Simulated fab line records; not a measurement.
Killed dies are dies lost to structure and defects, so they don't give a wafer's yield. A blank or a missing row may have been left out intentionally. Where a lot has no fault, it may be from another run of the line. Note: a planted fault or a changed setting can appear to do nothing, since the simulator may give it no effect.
fab line records -- flow n5_finfet
[record] lots = 7, wafers = 39
route steps=1938 shown BEOL_M6@1197 BEOL_M7@1263 BEOL_M10@1533 BEOL_M11@1599 BEOL_M13@1706 TV_OPEN@1890
start_h: the number of hours between the record's first day and the start of the first shown wafer of the lot -- wait_h: how many hours have passed since the lot's step before this one -- " same as the row above -- L1.1+2: a row that stands for several wafers -- - either no value or no given start -- * or withheld: withheld -- < > ~ a bound
route shown NAME@n: NAME is a module with steps in the file, n the number in the route of the first one -- usual: mean/standard deviation of fault-free wafers -- same: alike in all rows -- chamber/n: place in a boat -- sites: readings site by site -- _std_site: the values' standard deviation -- _edge_site: the outer-site mean with the inner-site mean subtracted -- radius_mm: how far each site lies from the wafer's centre -- mask NAME#n: copy n -- behind: the last tool/chamber to shape the wafer -- hold: reason for holding the lot/hours on hold/outcome of the hold -- device: transistor that didn't switch, given as n, p or np -- end of line: tests of these same wafers at the route's end -- a step with no rows: only its recipe -- killed: at the first sort, the dies lost to defects and structure; wafer yield is something else -- map: per-die view of a wafer (x killed, . not killed, _ where there is no die)
set.NAME: the setting that was run; set.NAME@STEP: the one run at that earlier step -- model.NAME: the simulator's own value behind a step, which no gauge read
lots run with intentionally changed settings; tables by step, rows by wafer
[[steps]]
[step N5_BEOL_M6_PECVD_70]
[recipe] material = SiO2, target_thk_a = 200, temp_c = 400, precursor = TEOS/O2, pressure_torr = 5.5, rf_w = 450, teos_flow_sccm = 53.8, gas = O2, flow_sccm = 3000, time_s = 22.7
lot.wafer,tool,chamber,start_h,wait_h,set.time_s,model.SiO2_of_BEOL_M6_PECVD_70.thk_nm
L079.1+3,pecvd-03,"2,1",207.62,0.0,22.7,20
L079.2+6,pecvd-03,0,207.62,0.0,22.7,20.2
L079.4,pecvd-03,2,207.62,0.0,22.7,20.4
L079.5,pecvd-03,1,207.62,0.0,22.7,20.6
L081.1+6,pecvd-04,"2,1",215.83,0.0,22.7,19.8
L081.4,pecvd-04,2,215.83,0.0,22.7,20.2
L087.1,pecvd-03,0,257.76,0.0,22.7,20
L087.2,pecvd-03,1,257.76,0.0,22.7,20.2
L087.3,pecvd-03,2,257.76,0.0,30.66,26.8
L087.4,pecvd-03,0,257.76,0.0,30.66,27
L087.5,pecvd-03,1,257.76,0.0,30.66,27.2
L087.6,pecvd-03,2,257.76,0.0,22.7,20.4
L088.1,pecvd-03,0,264.18,0.0,22.7,20
L088.2+4,pecvd-03,"2,1",264.18,0.0,10.24,9.6
L088.3+6,pecvd-03,"1,2",264.18,0.0,22.7,20.2
L088.5,pecvd-03,0,264.18,0.0,10.24,9.4
L089.1+3+4+5,pecvd-03,"0,1,1,0",266.05,0.0,22.7,20
L089.2,pecvd-03,2,266.05,0.0,22.7,19.8
L089.6,pecvd-03,2,266.05,0.0,22.7,20.2
L092.1,pecvd-04,0,283.30,0.0,17.16,15.2
L092.2+5,pecvd-04,2,283.30,0.0,22.7,19.8
L092.3,pecvd-04,1,283.30,0.0,17.16,14.2
L092.4,pecvd-04,1,283.30,0.0,17.16,14.8
L092.6,pecvd-04,0,283.30,0.0,22.7,20
L094.1,pecvd-03,2,299.05,0.0,27.43,24
L094.2,pecvd-03,0,299.05,0.0,22.7,20
L094.3,pecvd-03,1,299.05,0.0,22.7,20.2
L094.4,pecvd-03,1,299.05,0.0,22.7,20.4
L094.5+6,pecvd-03,"2,0",299.05,0.0,27.43,24.6
[step N5_BEOL_M7_ILD_DEP_00]
[recipe] material = SiCOH_lowk, target_thk_a = 1797.5, temp_c = 300, precursor = DEMS/porogen, pressure_torr = 5, rf_w = 500, time_s = 33.4
lot.wafer,tool,chamber,start_h,wait_h,set.time_s,model.SiCOH_lowk_of_BEOL_M7_ILD_DEP_00.thk_nm
L079.1,pecvd-02,0,213.46,0.0,33.4,176.2
L079.2,pecvd-02,2,213.46,0.0,33.4,175.6
L079.3,pecvd-02,1,213.46,0.0,33.4,177.2
L079.4+6,pecvd-02,"0,2",213.46,0.0,33.4,179
L079.5,pecvd-02,1,213.46,0.0,33.4,178.6
L081.1,pecvd-04,0,222.33,0.0,33.4,176.8
L081.4,pecvd-04,0,222.33,0.0,33.4,179.2
L081.6,pecvd-04,2,222.33,0.0,33.4,180.2
L087.1,pecvd-02,1,265.15,0.0,14.29,81.2
L087.2,pecvd-02,2,265.15,0.0,33.4,179.6
L087.3,pecvd-02,0,265.15,0.0,14.29,79.6
L087.4,pecvd-02,1,265.15,0.0,33.4,180.8
L087.5,pecvd-02,2,265.15,0.0,14.29,78.8
L087.6,pecvd-02,0,265.15,0.0,33.4,182.6
L088.1,pecvd-02,1,271.44,0.0,28.27,151.2
L088.2,pecvd-02,0,271.44,0.0,33.4,176.8
L088.3,pecvd-02,2,271.44,0.0,28.27,148.4
L088.4,pecvd-02,1,271.44,0.0,28.27,153.6
L088.5,pecvd-02,2,271.44,0.0,33.4,181.8
L088.6,pecvd-02,0,271.44,0.0,33.4,178.6
L089.1,pecvd-02,1,272.01,0.0,33.4,177.2
L089.2,pecvd-02,2,272.01,0.0,16.64,88.6
L089.3,pecvd-02,0,272.01,0.0,33.4,176.8
L089.4,pecvd-02,2,272.01,0.0,16.64,89.6
L089.5,pecvd-02,1,272.01,0.0,16.64,90.6
L089.6,pecvd-02,0,272.01,0.0,33.4,180
L092.1,pecvd-01,0,291.11,0.0,33.4,176
L092.2,pecvd-01,2,291.11,0.0,33.4,178
L092.3,pecvd-01,1,291.11,0.0,33.4,176.8
L092.4+5,pecvd-01,"0,2",291.11,0.0,33.4,179.8
L092.6,pecvd-01,1,291.11,0.0,33.4,179
L094.1,pecvd-02,2,307.80,0.0,33.4,176.6
L094.2,pecvd-02,0,307.80,0.0,33.4,177.2
L094.3,pecvd-02,1,307.80,0.0,33.4,178.2
L094.4,pecvd-02,0,307.80,0.0,33.4,182.6
L094.5,pecvd-02,2,307.80,0.0,33.4,177.8
L094.6,pecvd-02,1,307.80,0.0,33.4,180.6
[step N5_BEOL_M7_CURE_74]
[recipe] temp_c = 385, time_s = 240, ambient = He/Ar, material = SiCOH_lowk
lot.wafer,tool,chamber,start_h,wait_h,set.time_s@BEOL_M7_ILD_DEP_00,model.SiCOH_lowk_of_BEOL_M7_ILD_DEP_00.thk_nm
L079.1,uv_cure-02,2,213.64,0.2,33.4,151.8
L079.2,uv_cure-02,2,213.64,0.2,33.4,151.4
L079.3,uv_cure-02,2,213.64,0.2,33.4,152.8
L079.4+6,uv_cure-02,2,213.64,0.2,33.4,154.4
L079.5,uv_cure-02,2,213.64,0.2,33.4,154
L081.1,uv_cure-01,2,222.52,0.2,33.4,152.4
L081.4,uv_cure-01,2,222.52,0.2,33.4,154.6
L081.6,uv_cure-01,2,222.52,0.2,33.4,155.4
L087.1,uv_cure-03,2,265.22,0.0,14.29,69.6
L087.2,uv_cure-03,2,265.22,0.0,33.4,154.8
L087.3,uv_cure-03,2,265.22,0.0,14.29,68.2
L087.4,uv_cure-03,2,265.22,0.0,33.4,156
L087.5,uv_cure-03,2,265.22,0.0,14.29,67.6
L087.6,uv_cure-03,2,265.22,0.0,33.4,157.4
L088.1,uv_cure-02,1,271.50,0.0,28.27,130.2
L088.2,uv_cure-02,1,271.50,0.0,33.4,152.4
L088.3,uv_cure-02,1,271.50,0.0,28.27,127.8
L088.4,uv_cure-02,1,271.50,0.0,28.27,132.2
L088.5,uv_cure-02,1,271.50,0.0,33.4,156.8
L088.6,uv_cure-02,1,271.50,0.0,33.4,154
L089.1,uv_cure-02,0,272.07,0.0,33.4,152.8
L089.2,uv_cure-02,0,272.07,0.0,16.64,76
L089.3,uv_cure-02,0,272.07,0.0,33.4,152.4
L089.4,uv_cure-02,0,272.07,0.0,16.64,76.8
L089.5,uv_cure-02,0,272.07,0.0,16.64,77.6
L089.6,uv_cure-02,0,272.07,0.0,33.4,155.2
L092.1,uv_cure-03,1,291.18,0.0,33.4,151.8
L092.2,uv_cure-03,1,291.18,0.0,33.4,153.6
L092.3,uv_cure-03,1,291.18,0.0,33.4,152.6
L092.4+5,uv_cure-03,1,291.18,0.0,33.4,155
L092.6,uv_cure-03,1,291.18,0.0,33.4,154.4
L094.1,uv_cure-01,0,307.86,0.0,33.4,152.2
L094.2,uv_cure-01,0,307.86,0.0,33.4,152.8
L094.3,uv_cure-01,0,307.86,0.0,33.4,153.6
L094.4,uv_cure-01,0,307.86,0.0,33.4,157.6
L094.5,uv_cure-01,0,307.86,0.0,33.4,153.2
L094.6,uv_cure-01,0,307.86,0.0,33.4,155.8
[step N5_BEOL_M7_THK_MEAS_01]
[recipe] reads = SiCOH_lowk_of_BEOL_M7_ILD_DEP_00
[usual] M7_ILD_THK = 154.7/2
lot.wafer,tool,chamber,start_h,wait_h,set.time_s@BEOL_M7_ILD_DEP_00,M7_ILD_THK[nm]
L079.1,film_metro-01,-,214.63,0.8,33.4,151.9
L079.2,film_metro-01,-,214.63,0.8,33.4,151.6
L079.3,film_metro-01,-,214.63,0.8,33.4,152.8
L079.4,film_metro-01,-,214.63,0.8,33.4,154.4
L079.5,film_metro-01,-,214.63,0.8,33.4,153.8
L079.6,film_metro-01,-,214.63,0.8,33.4,154.4
L081.1,film_metro-01,-,223.03,0.4,33.4,152.4
L081.4,film_metro-01,-,223.03,0.4,33.4,154.5
L081.6,film_metro-01,-,223.03,0.4,33.4,155.5
L087.1,film_metro-02,-,265.73,0.4,14.29,69.7
L087.2,film_metro-02,-,265.73,0.4,33.4,154.8
L087.3,film_metro-02,-,265.73,0.4,14.29,68.3
L087.4,film_metro-02,-,265.73,0.4,33.4,156.0
L087.5,film_metro-02,-,265.73,0.4,14.29,67.6
L087.6,film_metro-02,-,265.73,0.4,33.4,157.3
L088.1,film_metro-02,-,272.02,0.4,28.27,130.2
L088.2,film_metro-02,-,272.02,0.4,33.4,152.4
L088.3,film_metro-02,-,272.02,0.4,28.27,127.8
L088.4,film_metro-02,-,272.02,0.4,28.27,132.2
L088.5,film_metro-02,-,272.02,0.4,33.4,156.8
L088.6,film_metro-02,-,272.02,0.4,33.4,154.0
L089.1,film_metro-02,-,272.60,0.4,33.4,152.8
L089.2,film_metro-02,-,272.60,0.4,16.64,76.1
L089.3,film_metro-02,-,272.60,0.4,33.4,152.5
L089.4,film_metro-02,-,272.60,0.4,16.64,76.9
L089.5,film_metro-02,-,272.60,0.4,16.64,77.7
L089.6,film_metro-02,-,272.60,0.4,33.4,155.2
L092.1,film_metro-02,-,291.69,0.4,33.4,151.9
L092.2,film_metro-02,-,291.69,0.4,33.4,153.5
L092.3,film_metro-02,-,291.69,0.4,33.4,152.4
L092.4,film_metro-02,-,291.69,0.4,33.4,155.0
L092.5,film_metro-02,-,291.69,0.4,33.4,155.0
L092.6,film_metro-02,-,291.69,0.4,33.4,154.4
L094.1,film_metro-01,-,308.37,0.4,33.4,152.3
L094.2,film_metro-01,-,308.37,0.4,33.4,152.7
L094.3,film_metro-01,-,308.37,0.4,33.4,153.5
L094.4,film_metro-01,-,308.37,0.4,33.4,157.5
L094.5,film_metro-01,-,308.37,0.4,33.4,153.2
L094.6,film_metro-01,-,308.37,0.4,33.4,155.8
[step N5_BEOL_M10_DEP_56]
[recipe] material = SiCN, target_thk_a = 150, temp_c = withheld, precursor = 3MS/NH3, pressure_torr = 3, rf_w = 202, time_s = 26.5
lot.wafer,tool,chamber,start_h,wait_h,set.target_thk_a,model.SiCN_of_BEOL_M10_DEP_56.thk_nm
L079.1,pecvd-04,0,249.37,0.0,150,15.4
L079.2+3+4+6,pecvd-04,"1,2,2,1",249.37,0.0,150,15.2
L079.5,pecvd-04,0,249.37,0.0,150,15.8
L081.1,pecvd-01,0,255.08,0.0,150,14.6
L081.4,pecvd-01,0,255.08,0.0,150,14.8
L081.6,pecvd-01,2,255.08,0.0,150,15.2
L087.1,pecvd-03,1,301.20,0.0,215.5,21
L087.2,pecvd-03,0,301.20,0.0,215.5,21.6
L087.3+6,pecvd-03,"2,1",301.20,0.0,150,14.8
L087.4,pecvd-03,0,301.20,0.0,215.5,21.8
L087.5,pecvd-03,2,301.20,0.0,150,15.2
L089.1,pecvd-04,2,305.34,0.0,150,14.8
L089.2+4+6,pecvd-04,"0,0,2",305.34,0.0,150,15
L089.3,pecvd-04,1,305.34,0.0,150,14.6
L089.5,pecvd-04,1,305.34,0.0,150,15.2
L088.1+4,pecvd-03,2,307.92,0.0,150,15.2
L088.2,pecvd-03,1,307.92,0.0,125.9,12.4
L088.3+6,pecvd-03,0,307.92,0.0,125.9,12.8
L088.5,pecvd-03,1,307.92,0.0,150,15
L092.1+2,pecvd-03,"2,0",326.40,0.0,150,14.8
L092.3,pecvd-03,1,326.40,0.0,150,14.6
L092.4,pecvd-03,0,326.40,0.0,150,15.2
L092.5+6,pecvd-03,"2,1",326.40,0.0,150,15
L094.1+3+5,pecvd-03,"1,0,1",343.91,0.0,79.85,7.8
L094.2,pecvd-03,2,343.91,0.0,150,15
L094.4+6,pecvd-03,"0,2",343.91,0.0,150,15.2
[step N5_BEOL_M11_DEP_56]
[recipe] material = SiCN, target_thk_a = 300, temp_c = withheld, precursor = 3MS/NH3, pressure_torr = 3, rf_w = 675, time_s = 10.5
lot.wafer,tool,chamber,start_h,wait_h,set.target_thk_a,model.SiCN_of_BEOL_M11_DEP_56.thk_nm
L079.1,pecvd-01,1,257.69,0.0,300,30
L079.2,pecvd-01,0,257.69,0.0,300,29.8
L079.3+4+5,pecvd-01,"2,0,1",257.69,0.0,300,30.2
L079.6,pecvd-01,2,257.69,0.0,300,31
L081.1,pecvd-04,1,262.72,0.0,300,29
L081.4+6,pecvd-04,"0,1",262.72,0.0,300,29.8
L087.1,pecvd-02,1,309.41,0.0,462.5,46.6
L087.2,pecvd-02,0,309.41,0.0,462.5,45.8
L087.3,pecvd-02,2,309.41,0.0,462.5,46
L087.4,pecvd-02,2,309.41,0.0,300,30.4
L087.5,pecvd-02,1,309.41,0.0,300,30.6
L087.6,pecvd-02,0,309.41,0.0,300,30
L089.1+5,pecvd-04,0,314.77,0.0,220.1,22.4
L089.2+3,pecvd-04,"2,1",314.77,0.0,300,29.4
L089.4,pecvd-04,1,314.77,0.0,220.1,22
L089.6,pecvd-04,2,314.77,0.0,300,29.8
L088.1+3,pecvd-01,"1,2",317.84,0.0,143.4,14.2
L088.2+6,pecvd-01,"0,1",317.84,0.0,300,29.6
L088.4,pecvd-01,0,317.84,0.0,300,30.2
L088.5,pecvd-01,2,317.84,0.0,143.4,14.4
L092.1,pecvd-01,2,334.95,0.0,441.1,43.6
L092.2+6,pecvd-01,"0,1",334.95,0.0,441.1,43.8
L092.3,pecvd-01,1,334.95,0.0,300,29.6
L092.4+5,pecvd-01,"2,0",334.95,0.0,300,30.4
L094.1+5,pecvd-02,0,351.10,0.0,300,29.6
L094.2,pecvd-02,2,351.10,0.0,300,29.8
L094.3,pecvd-02,1,351.10,0.0,300,30.2
L094.4,pecvd-02,2,351.10,0.0,300,30.4
L094.6,pecvd-02,1,351.10,0.0,300,30.6
[step N5_BEOL_M13_SPUTTER_44]
[recipe] material = Ta, target_thk_a = 100, temp_c = 50, bias_v = 80, power_w = 15000, chamber_pressure_pa = 0.07, time_s = 16.13
lot.wafer,tool,chamber,start_h,wait_h,set.target_thk_a,model.Ta_of_BEOL_M13_SPUTTER_44.thk_nm
L079.1,pvd_sputter-03,-,271.64,0.0,100,9.8
L079.2,pvd_sputter-03,-,271.64,0.0,100,10.2
L079.3,pvd_sputter-03,-,271.64,0.0,141.1,14
L079.4,pvd_sputter-03,-,271.64,0.0,100,10
L079.5,pvd_sputter-03,-,271.64,0.0,141.1,13.8
L079.6,pvd_sputter-03,-,271.64,0.0,141.1,14.2
L081.1+6,pvd_sputter-03,-,274.42,0.0,100,10.2
L081.4,pvd_sputter-03,-,274.42,0.0,100,10
L087.1,pvd_sputter-03,-,322.62,0.0,100,9.8
L087.2+4,pvd_sputter-03,-,322.62,0.0,40.02,4.2
L087.3,pvd_sputter-03,-,322.62,0.0,40.02,4
L087.5+6,pvd_sputter-03,-,322.62,0.0,100,10.2
L089.1+2,pvd_sputter-01,-,326.96,0.0,64.47,6.8
L089.3+4+6,pvd_sputter-01,-,326.96,0.0,100,10.2
L089.5,pvd_sputter-01,-,326.96,0.0,64.47,6.4
L088.1,pvd_sputter-01,-,327.36,0.0,116.3,11.2
L088.2,pvd_sputter-01,-,327.36,0.0,116.3,11.6
L088.3,pvd_sputter-01,-,327.36,0.0,116.3,11.4
L088.4+6,pvd_sputter-01,-,327.36,0.0,100,9.8
L088.5,pvd_sputter-01,-,327.36,0.0,100,9.6
L092.1,pvd_sputter-03,-,344.36,0.0,100,10.2
L092.2+4,pvd_sputter-03,-,344.36,0.0,140.4,14.2
L092.3,pvd_sputter-03,-,344.36,0.0,140.4,14
L092.5,pvd_sputter-03,-,344.36,0.0,100,9.8
L092.6,pvd_sputter-03,-,344.36,0.0,100,10.4
L094.1+2+5,pvd_sputter-03,-,361.96,0.0,100,10.2
L094.3,pvd_sputter-03,-,361.96,0.0,100,10
L094.4,pvd_sputter-03,-,361.96,0.0,100,10.4
L094.6,pvd_sputter-03,-,361.96,0.0,100,9.8
[step N5_BEOL_M13_SPUTTER_45]
[recipe] material = Cu, target_thk_a = 800, temp_c = -20, bias_v = 60, power_w = 26000, chamber_pressure_pa = 0.13, time_s = 13.33
[step N5_BEOL_M13_ECD_47]
[recipe] material = Cu, target_thk_a = 9360
[step N5_BEOL_M13_ANNEAL_48]
[recipe] temp_c = 225, time_s = 90, ambient = N2
[step N5_BEOL_M13_CMP_49]
[recipe] stop_on = SiOC, t_overpolish_s = 17.1, down_force_psi = 1, platen_rpm = 50, clearing_platen_down_force_psi = 1.5, clearing_platen_rpm = 50, post_cmp_clean = cu_alkaline, target_thk_nm = 420, clearing_platen_pad_velocity_m_s = 0.99484, pad_velocity_m_s = 0.99484
[usual] barrier_field_endpoint_s = 30.2/0.94
lot.wafer,tool,chamber,start_h,wait_h,set.target_thk_a@BEOL_M13_SPUTTER_44,barrier_field_endpoint_s
L079.3,cmp-01,1,272.35,0.2,141.1,35.0
L079.4,cmp-01,2,272.35,0.2,100,30.8
L079.1,cmp-01,3,272.35,0.2,100,29.1
L079.2,cmp-01,0,272.35,0.2,100,30.9
L079.6,cmp-01,1,272.35,0.2,141.1,34.9
L079.5,cmp-01,2,272.35,0.2,141.1,34.2
L081.1,cmp-01,3,275.15,0.3,100,30.3
L081.4,cmp-01,0,275.15,0.3,100,31.1
L081.6,cmp-01,1,275.15,0.3,100,31.0
L087.2,cmp-01,1,323.29,0.2,40.02,23.6
L087.1,cmp-01,2,323.29,0.2,100,30.2
L087.3,cmp-01,3,323.29,0.2,40.02,21.8
L087.4,cmp-01,0,323.29,0.2,40.02,23.9
L087.6,cmp-01,1,323.29,0.2,100,30.8
L087.5,cmp-01,2,323.29,0.2,100,31.0
L089.2,cmp-01,2,328.53,0.2,64.47,26.2
L089.1,cmp-01,3,328.53,0.2,64.47,25.5
L089.3,cmp-01,0,328.53,0.2,100,30.6
L089.4,cmp-01,1,328.53,0.2,100,31.0
L089.5,cmp-01,2,328.53,0.2,64.47,25.2
L089.6,cmp-01,3,328.53,0.2,100,29.5
L088.3,cmp-02,3,329.13,0.2,116.3,31.7
L088.2,cmp-02,0,329.13,0.2,116.3,30.6
L088.1,cmp-02,1,329.13,0.2,116.3,31.5
L088.4,cmp-02,2,329.13,0.2,100,29.9
L088.5,cmp-02,3,329.13,0.2,100,29.3
L088.6,cmp-02,0,329.13,0.2,100,29.0
L092.2,cmp-01,3,345.12,0.2,140.4,34.8
L092.3,cmp-01,0,345.12,0.2,140.4,35.7
L092.4,cmp-01,1,345.12,0.2,140.4,35.7
L092.1,cmp-01,2,345.12,0.2,100,30.0
L092.5,cmp-01,3,345.12,0.2,100,28.6
L092.6,cmp-01,0,345.12,0.2,100,31.8
L094.4,cmp-04,0,362.62,0.1,100,30.6
L094.3,cmp-04,1,362.62,0.1,100,30.3
L094.2,cmp-04,2,362.62,0.1,100,30.7
L094.1,cmp-04,3,362.62,0.1,100,31.6
L094.6,cmp-04,0,362.62,0.1,100,30.2
L094.5,cmp-04,1,362.62,0.1,100,30.4
[step N5_PASSIVATION_ETCH_15]
[recipe] chemistry = CF4/N2, target = SiCN, target_depth_a = 750, taper_deg = 2, time_s = 81.2, ion_energy_ev = 150, mask_material = SiNx, pressure_mtorr = 40, source_w = 430, bias_w = 70, Ar_flow_sccm = 100, cf4_flow_sccm = 60, n2_flow_sccm = 60
lot.wafer,tool,chamber,start_h,wait_h,set.target_depth_a,model.etch.depth_nm
L079.1,rie_diel-02,3,-,-,750,64.66
L079.2,rie_diel-02,2,-,-,965.8,81.04
L079.3,rie_diel-02,1,-,-,965.8,84.54
L079.4,rie_diel-02,0,-,-,750,64.77
L079.5,rie_diel-02,1,-,-,750,65.72
L079.6,rie_diel-02,0,-,-,965.8,83.48
L081.1,rie_diel-06,2,-,-,750,68.57
L081.4,rie_diel-06,3,-,-,750,65.29
L081.6,rie_diel-06,0,-,-,750,64.34
L087.1,rie_diel-06,0,-,-,606.9,51.99
L087.2,rie_diel-06,3,-,-,750,65.98
L087.3,rie_diel-06,2,-,-,606.9,55.91
L087.4,rie_diel-06,2,-,-,750,68.85
L087.5,rie_diel-06,0,-,-,750,64.42
L087.6,rie_diel-06,3,-,-,606.9,53.21
L088.1,rie_diel-02,0,-,-,750,64.27
L088.2,rie_diel-02,3,-,-,750,64.49
L088.3,rie_diel-02,1,-,-,750,66.44
L088.4,rie_diel-02,3,-,-,750,64.11
L088.5,rie_diel-02,1,-,-,750,66.53
L088.6,rie_diel-02,0,-,-,750,64.89
L089.1,rie_diel-06,3,-,-,558,48.31
L089.2,rie_diel-06,0,-,-,558,47.14
L089.3,rie_diel-06,1,-,-,558,47.58
L089.4,rie_diel-06,2,-,-,750,67.97
L089.5,rie_diel-06,2,-,-,750,68.07
L089.6,rie_diel-06,1,-,-,750,63.36
L092.1,rie_diel-02,1,-,-,1138,99.71
L092.2,rie_diel-02,0,-,-,1138,97.7
L092.3,rie_diel-02,3,-,-,750,63.36
L092.4,rie_diel-02,2,-,-,1138,96.33
L092.5,rie_diel-02,0,-,-,750,63.67
L092.6,rie_diel-02,1,-,-,750,65.58
L094.1,rie_diel-05,3,-,-,750,60.94
L094.2,rie_diel-05,2,-,-,750,64.91
L094.3,rie_diel-05,0,-,-,750,64.37
L094.4,rie_diel-05,1,-,-,750,62.94
L094.5,rie_diel-05,2,-,-,750,65.19
L094.6,rie_diel-05,1,-,-,750,63.61
[[key]]
[split] step = N5_BEOL_M6_PECVD_70, setting = time_s, stated = 22.7, by = wafer
[response] step = N5_BEOL_M6_PECVD_70, reading = model.SiO2_of_BEOL_M6_PECVD_70.thk_nm, change = +0.196, per = 1%, r = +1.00
[split] step = N5_BEOL_M7_ILD_DEP_00, setting = time_s, stated = 33.4, by = wafer
[response] step = N5_BEOL_M7_ILD_DEP_00, reading = model.SiCOH_lowk_of_BEOL_M7_ILD_DEP_00.thk_nm, change = +1.77, per = 1%, r = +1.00
[response] step = N5_BEOL_M7_CURE_74, reading = model.SiCOH_lowk_of_BEOL_M7_ILD_DEP_00.thk_nm, change = +1.53, per = 1%, r = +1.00
[response] step = N5_BEOL_M7_THK_MEAS_01, reading = M7_ILD_THK, change = +1.53, per = 1%, r = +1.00
[split] step = N5_BEOL_M10_DEP_56, setting = target_thk_a, stated = 150, by = wafer
[response] step = N5_BEOL_M10_DEP_56, reading = model.SiCN_of_BEOL_M10_DEP_56.thk_nm, change = +0.153, per = 1%, r = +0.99
[split] step = N5_BEOL_M11_DEP_56, setting = target_thk_a, stated = 300, by = wafer
[response] step = N5_BEOL_M11_DEP_56, reading = model.SiCN_of_BEOL_M11_DEP_56.thk_nm, change = +0.291, per = 1%, r = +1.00
[split] step = N5_BEOL_M13_SPUTTER_44, setting = target_thk_a, stated = 100, by = wafer
[response] step = N5_BEOL_M13_SPUTTER_44, reading = model.Ta_of_BEOL_M13_SPUTTER_44.thk_nm, change = +0.0988, per = 1%, r = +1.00
[response] step = N5_BEOL_M13_CMP_49, reading = barrier_field_endpoint_s, change = +0.124, per = 1%, r = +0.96
[split] step = N5_PASSIVATION_ETCH_15, setting = target_depth_a, stated = 750, by = wafer
[response] step = N5_PASSIVATION_ETCH_15, reading = model.etch.depth_nm, change = +0.66, per = 1%, r = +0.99
